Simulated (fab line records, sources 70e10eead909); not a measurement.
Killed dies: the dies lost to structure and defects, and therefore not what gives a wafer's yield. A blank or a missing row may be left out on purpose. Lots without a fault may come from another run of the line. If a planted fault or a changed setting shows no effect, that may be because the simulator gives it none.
The tool behind it: which one?	flow nand-harc	Sampling: 24 lots, 72 wafers, 6 of 1302 route steps

== WHAT THE GAUGES READ, wafer by wafer ==
NHARC_A_CONTACT_OVL_MEAS_43. Usual: overlay-x-nm 0.0 nm, standard deviation 0.79; overlay-y-nm 0.1 nm, standard deviation 0.81.
lot	measured	on	overlay-x-nm (nm)	overlay-y-nm (nm)	flag
L074	day 20 22:46	overlay-01	0.5 0.6 1.0	-0.1 -0.1 -0.5	
L076	day 21 21:31	overlay-01	0.1 0.6 0.2	0.3 -0.2 -0.1	
L075	day 21 22:01	overlay-02	-1.1 -1.1 -1.1	0.0 -0.4 0.4	
L077	day 22 22:16	overlay-02	0.6 0.1 0.0	1.6 1.6 1.0	
L079	day 22 22:31	overlay-02	-0.3 -0.1 -0.5	-0.1 -0.3 -0.5	
L078	day 23 06:43	overlay-02	0.5 -0.4 0.3	0.0 -0.1 0.1	
L081	day 24 09:30	overlay-02	-0.1 -0.3 -0.5	0.6 0.6 1.3	
L082	day 24 06:50	overlay-01	-0.1 0.2 0.1	-1.1 -0.8 -0.8	
L080	day 24 12:45	overlay-02	-0.1 -0.5 -0.3	-0.6 0.1 -0.5	
L084	day 25 10:14	overlay-01	-0.2 -0.3 -0.4	2.0 2.4 2.1	
L083	day 25 09:41	overlay-01	1.1 1.1 0.8	-0.4 -0.4 -0.8	
L085	day 25 14:13	overlay-01	1.0 0.9 0.6	-0.2 0.5 -0.1	
L086	day 26 06:27	overlay-02	-0.4 -0.5 -0.5	0.3 -0.4 0.1	
L087	day 26 20:28	overlay-02	-0.2 -0.1 -0.2	-0.8 -0.3 0.1	
L089	day 27 14:10	overlay-02	1.7 1.9 1.1	-0.1 -0.2 -0.3	
L088	day 27 12:55	overlay-02	0.7 0.4 0.7	0.5 0.2 -0.3	
L091	day 28 04:41	overlay-02	-1.6 -1.5 -1.3	0.4 0.6 0.0	
L090	day 28 03:19	overlay-02	-0.2 -0.4 0.0	-0.6 -0.6 -0.8	
L092	day 28 13:22	overlay-01	1.0 0.4 0.3	-1.1 -1.3 -0.9	
L093	day 29 03:46	overlay-01	-0.4 0.4 0.4	-0.4 -0.1 0.0	
L094	day 29 13:07	overlay-01	-0.5 -0.9 -0.5	-0.9 -0.2 -1.2	
L095	day 30 09:46	overlay-02	-0.8 -0.4 -0.7	0.5 0.2 0.1	
L096	day 30 11:17	overlay-02	0.8 0.4 0.4	1.9 2.4 1.5	
L097	day 31 06:25	overlay-02	-1.7 -2.1 -1.6	0.7 0.0 -0.8	

NHARC_A_CONTACT_CD_MEAS_69: target cd 300 nm. Usual: cd-nm at 299.9 nm, with a standard deviation of 0.68.
lot	measured	on	cd-nm (nm)	flag
L074	day 21 17:23	cd-sem-01	300.6 299.8 299.9	
L076	day 22 07:48	cd-sem-01	299.9 298.5 299.9	
L075	day 22 10:06	cd-sem-02	300.0 299.6 299.9	
L077	day 23 08:17	cd-sem-03	299.7 301.1 300.2	
L079	day 23 11:30	cd-sem-03	299.9 299.4 300.4	
L078	day 23 17:05	cd-sem-03	300.6 299.6 300.1	
L081	day 24 20:13	cd-sem-01	299.4 299.4 299.8	
L082	day 24 16:59	cd-sem-02	300.0 299.8 299.6	
L080	day 24 22:46	cd-sem-03	300.9 300.3 300.6	
L084	day 25 21:16	cd-sem-02	299.2 300.0 299.0	
L083	day 26 00:05	cd-sem-03	300.9 300.2 299.9	
L085	day 26 03:19	cd-sem-01	300.0 299.8 299.9	
L086	day 26 17:41	cd-sem-03	300.3 299.3 299.8	
L087	day 27 06:50	cd-sem-01	298.1 298.9 298.5	
L089	day 28 00:55	cd-sem-03	300.3 299.1 300.7	
L088	day 27 23:04	cd-sem-02	299.8 299.0 299.9	
L091	day 28 14:51	cd-sem-01	298.4 299.8 300.2	
L090	day 28 14:38	cd-sem-03	298.9 300.1 299.5	
L092	day 29 01:25	cd-sem-01	300.2 300.5 299.1	
L093	day 29 14:26	cd-sem-03	300.6 300.8 300.0	
L094	day 29 23:24	cd-sem-02	299.5 300.3 299.4	
L095	day 30 20:06	cd-sem-01	299.1 299.7 300.3	
L096	day 30 21:55	cd-sem-02	299.4 300.7 300.7	
L097	day 31 17:37	cd-sem-02	299.2 299.6 298.9	

== WHICH TOOL RAN EACH LOT (tool, then ch and the chambers of the sampled wafers, then the start) ==
lot	NHARC_A_SGD_CUT_STRIP_28	NHARC_A_CONTACT_ETCH_114	NHARC_A_CONTACT_ETCH_118	NHARC_A_CONTACT_ETCH_90
L074	rie-diel-03 ch 1,3, day 20 22:46 or earlier	har-cap-etch-01 ch 0,1, day 21 01:17	har-cap-etch-01 ch 0,1, day 21 01:58	rie-diel-01 ch 2,3, day 21 03:49
L076	rie-diel-03 ch 0,2, day 21 21:31 or earlier	har-cap-etch-03 ch 0,1, day 22 00:01	har-cap-etch-03 ch 0,1, day 22 00:42	rie-diel-06 ch 1,2,3, day 22 02:34
L075	rie-diel-03 ch 1,2,3, day 21 22:01 or earlier	har-cap-etch-02 ch 0,1, day 22 01:50	har-cap-etch-02 ch 0,1, day 22 02:31	rie-diel-06 ch 0,1,3, day 22 04:22
L077	rie-diel-03 ch 0,1,3, day 22 22:16 or earlier	har-cap-etch-01 ch 0,1, day 23 00:44	har-cap-etch-01 ch 0,1, day 23 01:26	rie-diel-06 ch 0,1,2, day 23 03:17
L079	rie-diel-09 ch 1,2, day 22 22:31 or earlier	har-cap-etch-03 ch 0,1, day 23 03:52	har-cap-etch-03 ch 0,1, day 23 04:34	rie-diel-06 ch 0,1, day 23 06:20
L078	rie-diel-08 ch 1,2, day 23 06:43 or earlier	har-cap-etch-02 ch 0,1, day 23 09:23	har-cap-etch-02 ch 0,1, day 23 10:04	rie-diel-06 ch 0,3, day 23 11:50
L081	rie-diel-08 ch 1,2, day 24 09:30 or earlier	har-cap-etch-03 ch 0,1, day 24 11:59	har-cap-etch-03 ch 0,1, day 24 12:40	rie-diel-13 ch 0,1, day 24 14:28
L082	rie-diel-03 ch 0,1,3, day 24 06:50 or earlier	har-cap-etch-01 ch 0,1, day 24 09:22	har-cap-etch-01 ch 0,1, day 24 10:02	rie-diel-13 ch 2,3, day 24 11:50
L080	rie-diel-09 ch 0,1, day 24 12:45 or earlier	har-cap-etch-02 ch 1, day 24 15:13	har-cap-etch-02 ch 1, day 24 15:53	rie-diel-13 ch 0,1,3, day 24 17:45
L084	rie-diel-08 ch 0,1,2, day 25 10:14 or earlier	har-cap-etch-03 ch 0,1, day 25 13:05	har-cap-etch-03 ch 0,1, day 25 13:46	rie-diel-13 ch 0,2,3, day 25 15:40
L083	rie-diel-03 ch 0,1,3, day 25 09:41 or earlier	har-cap-etch-01 ch 1, day 25 12:30	har-cap-etch-01 ch 1, day 25 13:11	rie-diel-06 ch 0,1, day 25 15:22
L085	rie-diel-09 ch 0,1,2, day 25 14:13 or earlier	har-cap-etch-02 ch 0,1, day 25 17:30	har-cap-etch-02 ch 0,1, day 25 18:11	rie-diel-06 ch 0,2, day 25 19:59
L086	rie-diel-08 ch 0,2,3, day 26 06:27 or earlier	har-cap-etch-01 ch 0,1, day 26 08:55	har-cap-etch-01 ch 0,1, day 26 09:35	rie-diel-06 ch 0,3, day 26 11:26
L087	rie-diel-09 ch 0,1,3, day 26 20:28 or earlier	har-cap-etch-02 ch 0,1, day 26 22:56	har-cap-etch-02 ch 0,1, day 26 23:38	rie-diel-06 ch 1,2,3, day 27 01:29
L089	rie-diel-08 ch 0,1,2, day 27 14:10 or earlier	har-cap-etch-03 ch 0,1, day 27 16:38	har-cap-etch-03 ch 0,1, day 27 17:20	rie-diel-06 ch 0,2, day 27 19:10
L088	rie-diel-09 ch 2,3, day 27 12:55 or earlier	har-cap-etch-02 ch 0,1, day 27 15:26	har-cap-etch-02 ch 0,1, day 27 16:07	rie-diel-06 ch 2,3, day 27 17:53
L091	rie-diel-08 ch 0,2,3, day 28 04:41 or earlier	har-cap-etch-01 ch 0,1, day 28 07:11	har-cap-etch-01 ch 0,1, day 28 07:52	rie-diel-13 ch 0,2, day 28 09:39
L090	rie-diel-09 ch 1,2,3, day 28 03:19 or earlier	har-cap-etch-03 ch 0,1, day 28 05:46	har-cap-etch-03 ch 0,1, day 28 06:27	rie-diel-01 ch 0,2,3, day 28 08:44
L092	rie-diel-08 ch 0,2, day 28 13:22 or earlier	har-cap-etch-01 ch 0,1, day 28 15:50	har-cap-etch-01 ch 0,1, day 28 16:31	rie-diel-13 ch 2,3, day 28 18:19
L093	rie-diel-08 ch 0,1,3, day 29 03:46 or earlier	har-cap-etch-02 ch 0,1, day 29 06:20	har-cap-etch-02 ch 0,1, day 29 07:01	rie-diel-13 ch 2,3, day 29 08:46
L094	rie-diel-09 ch 0,2,3, day 29 13:07 or earlier	har-cap-etch-01 ch 0,1, day 29 15:39	har-cap-etch-01 ch 0,1, day 29 16:20	rie-diel-06 ch 0,1,2, day 29 18:08
L095	rie-diel-03 ch 1,2,3, day 30 09:46 or earlier	har-cap-etch-03 ch 1, day 30 12:14	har-cap-etch-03 ch 1, day 30 12:56	rie-diel-06 ch 0,2, day 30 14:44
L096	rie-diel-08 ch 0,1,2, day 30 11:17 or earlier	har-cap-etch-01 ch 0,1, day 30 13:47	har-cap-etch-01 ch 0,1, day 30 14:28	rie-diel-06 ch 2,3, day 30 16:15
L097	rie-diel-03 ch 0,1,2, day 31 06:25 or earlier	har-cap-etch-03 ch 0,1, day 31 08:55	har-cap-etch-03 ch 0,1, day 31 09:36	rie-diel-06 ch 0,1,2, day 31 11:25
- NHARC_A_SGD_CUT_STRIP_28: strips in O2, time 20 s.
- NHARC_A_CONTACT_ETCH_114: etches the open film in C4F8/O2/Ar, time 190 s, target depth 1850 nm.
- NHARC_A_CONTACT_ETCH_118: etches the open film in C4F8/O2/Ar, time 190 s, target depth 1850 nm.
- NHARC_A_CONTACT_ETCH_90: etches the open film in CH3F/O2, target depth 40 nm, time 85.7 s.

== AS READ BY THE TOOLS THEMSELVES (means over the sampled wafers that have a number; for cases with no such wafer, the mark the record gives instead) ==
NHARC_A_SGD_CUT_STRIP_28. Usual: drypump-motor-current-A 5.99 A, standard deviation 0.29; o2-flow-sccm 500.2 sccm, standard deviation 1.5; oes-product-au 0.997 a.u., standard deviation 0.012; rf-vpp-V 57.6 V, standard deviation 0.89; showerhead-plenum-p-Torr 3.44 Torr, standard deviation 0.11; throttle-valve-pct 17.036 %, standard deviation 0.0092.
lot	tool	drypump-motor-current-A (A)	o2-flow-sccm (sccm)	oes-product-au (a.u.)	rf-vpp-V (V)	showerhead-plenum-p-Torr (Torr)	throttle-valve-pct (%)	flag
L074	rie-diel-03	6.50	501.7	0.988	58.2	3.56	17.030	
L076	rie-diel-03	5.80	497.6	0.982	57.7	3.35	17.037	
L075	rie-diel-03	6.24	501.2	0.983	57.9	3.48	17.035	
L077	rie-diel-03	6.21	500.1	1.002	58.1	3.48	17.036	
L079	rie-diel-09	5.93	499.8	0.998	57.3	3.53	17.029	
L078	rie-diel-08	5.98	502.7	0.989	57.6	3.43	17.040	
L081	rie-diel-08	6.11	500.3	0.988	57.7	3.39	17.034	
L082	rie-diel-03	6.23	501.3	0.997	57.1	3.48	17.032	
L080	rie-diel-09	5.79	499.2	1.010	57.4	3.57	17.042	
L084	rie-diel-08	6.02	498.8	0.991	58.0	3.41	17.029	
L083	rie-diel-03	6.20	500.0	1.002	58.0	3.48	17.034	
L085	rie-diel-09	5.91	501.7	1.002	58.3	3.48	17.041	
L086	rie-diel-08	5.91	501.2	0.991	57.4	3.40	17.043	
L087	rie-diel-09	5.94	500.2	1.007	57.5	3.48	17.035	
L089	rie-diel-08	6.01	501.4	0.993	56.7	3.41	17.042	
L088	rie-diel-09	6.06	499.3	1.008	57.8	3.42	17.027	
L091	rie-diel-08	5.88	499.1	0.991	56.9	3.39	17.034	
L090	rie-diel-09	5.93	498.5	1.000	57.6	3.51	17.043	
L092	rie-diel-08	6.04	501.5	0.993	57.2	3.39	17.041	
L093	rie-diel-08	5.77	498.6	0.995	57.4	3.44	17.027	
L094	rie-diel-09	6.04	498.7	1.007	57.5	3.38	17.041	
L095	rie-diel-03	6.27	500.8	0.997	58.5	3.47	17.034	
L096	rie-diel-08	6.00	501.1	0.986	57.2	3.41	17.030	
L097	rie-diel-03	6.11	501.3	0.998	57.3	3.41	17.034	

NHARC_A_CONTACT_ETCH_114. Usual: oes-air-line-au at 1.000 a.u., with a standard deviation of 0.02.
lot	tool	oes-air-line-au (a.u.)	flag
L074	har-cap-etch-01	0.982	
L076	har-cap-etch-03	1.026	
L075	har-cap-etch-02	1.013	
L077	har-cap-etch-01	0.995	
L079	har-cap-etch-03	1.006	
L078	har-cap-etch-02	0.984	
L081	har-cap-etch-03	0.975	
L082	har-cap-etch-01	0.987	
L080	har-cap-etch-02	0.991	
L084	har-cap-etch-03	1.009	
L083	har-cap-etch-01	1.005	
L085	har-cap-etch-02	1.006	
L086	har-cap-etch-01	0.992	
L087	har-cap-etch-02	1.003	
L089	har-cap-etch-03	1.007	
L088	har-cap-etch-02	0.995	
L091	har-cap-etch-01	0.990	
L090	har-cap-etch-03	0.991	
L092	har-cap-etch-01	1.009	
L093	har-cap-etch-02	0.993	
L094	har-cap-etch-01	1.005	
L095	har-cap-etch-03	1.009	
L096	har-cap-etch-01	1.000	
L097	har-cap-etch-03	1.009	

NHARC_A_CONTACT_ETCH_118. Usual: oes-air-line-au at 0.999 a.u., with a standard deviation of 0.022.
lot	tool	oes-air-line-au (a.u.)	flag
L074	har-cap-etch-01	1.017	
L076	har-cap-etch-03	0.981	
L075	har-cap-etch-02	0.998	
L077	har-cap-etch-01	0.981	
L079	har-cap-etch-03	1.004	
L078	har-cap-etch-02	0.994	
L081	har-cap-etch-03	0.991	
L082	har-cap-etch-01	0.984	
L080	har-cap-etch-02	0.984	
L084	har-cap-etch-03	0.981	
L083	har-cap-etch-01	1.007	
L085	har-cap-etch-02	1.011	
L086	har-cap-etch-01	1.004	
L087	har-cap-etch-02	0.975	
L089	har-cap-etch-03	1.025	
L088	har-cap-etch-02	0.991	
L091	har-cap-etch-01	1.022	
L090	har-cap-etch-03	0.986	
L092	har-cap-etch-01	1.010	
L093	har-cap-etch-02	0.980	
L094	har-cap-etch-01	1.034	
L095	har-cap-etch-03	1.015	
L096	har-cap-etch-01	0.985	
L097	har-cap-etch-03	0.995	

NHARC_A_CONTACT_ETCH_90. Usual: drypump-motor-current-A 5.8 A, standard deviation 0.55; o2-flow-sccm 29.99 sccm, standard deviation 0.082; oes-product-au 0.95 a.u., standard deviation 0.035; rf-vpp-V 244.0 V, standard deviation 1.3; showerhead-plenum-p-Torr 2.44 Torr, standard deviation 0.079; throttle-valve-pct 20.664 %, standard deviation 0.0085.
lot	tool	drypump-motor-current-A (A)	o2-flow-sccm (sccm)	oes-product-au (a.u.)	rf-vpp-V (V)	showerhead-plenum-p-Torr (Torr)	throttle-valve-pct (%)	flag
L074	rie-diel-01	5.5	29.93	0.93	243.9	2.42	20.661	
L076	rie-diel-06	6.1	29.92	0.93	244.4	2.47	20.662	
L075	rie-diel-06	5.9	30.00	0.93	244.6	2.51	20.665	
L077	rie-diel-06	5.6	29.95	0.95	244.6	2.44	20.671	
L079	rie-diel-06	5.9	30.00	1.00	245.6	2.53	20.668	
L078	rie-diel-06	5.5	29.99	0.92	244.0	2.46	20.662	
L081	rie-diel-13	5.6	29.97	0.99	244.0	2.40	20.667	
L082	rie-diel-13	6.2	30.03	0.98	243.1	2.40	20.671	
L080	rie-diel-13	5.8	29.97	0.99	243.4	2.41	20.666	
L084	rie-diel-13	5.9	30.01	0.93	243.5	2.41	20.659	
L083	rie-diel-06	5.4	29.99	0.95	244.2	2.48	20.659	
L085	rie-diel-06	5.2	29.93	0.92	243.0	2.39	20.665	
L086	rie-diel-06	6.0	30.04	1.00	244.3	2.48	20.654	
L087	rie-diel-06	6.1	30.02	0.95	243.8	2.46	20.666	
L089	rie-diel-06	5.4	29.90	0.92	243.7	2.35	20.664	
L088	rie-diel-06	5.9	29.91	0.94	243.0	2.37	20.675	
L091	rie-diel-13	5.7	30.04	0.90	244.0	2.40	20.670	
L090	rie-diel-01	5.7	29.91	1.02	242.4	2.39	20.667	
L092	rie-diel-13	6.1	30.01	0.91	243.7	2.38	20.667	
L093	rie-diel-13	6.1	29.99	0.91	243.3	2.38	20.664	
L094	rie-diel-06	5.6	30.01	1.01	243.5	2.43	20.670	
L095	rie-diel-06	5.2	29.98	0.93	243.3	2.39	20.669	
L096	rie-diel-06	5.9	29.93	0.93	243.4	2.37	20.665	
L097	rie-diel-06	5.6	30.00	0.99	243.0	2.43	20.659	

== THE ANSWER, worked out from the rows above alone ==
Rule: a lot is off if the mean of its wafers that have a number lies more than 3 standard deviations from the usual mean. A lot without any number at a reading at which 4 lots or more have one is off too. Where the step has rows for the other lots, those lots are counted as sound. Order of review: gauges by route order, followed by the tools' own readings, for which a lot's mean as printed above is used. At the first step where some lot is off, the reading lying furthest off is the one used; lots without a number count as furthest.
Nothing can be told from this: no lot is off at any reading shown.

== WHAT HAD BEEN PUT IN BY THE SIMULATOR ==
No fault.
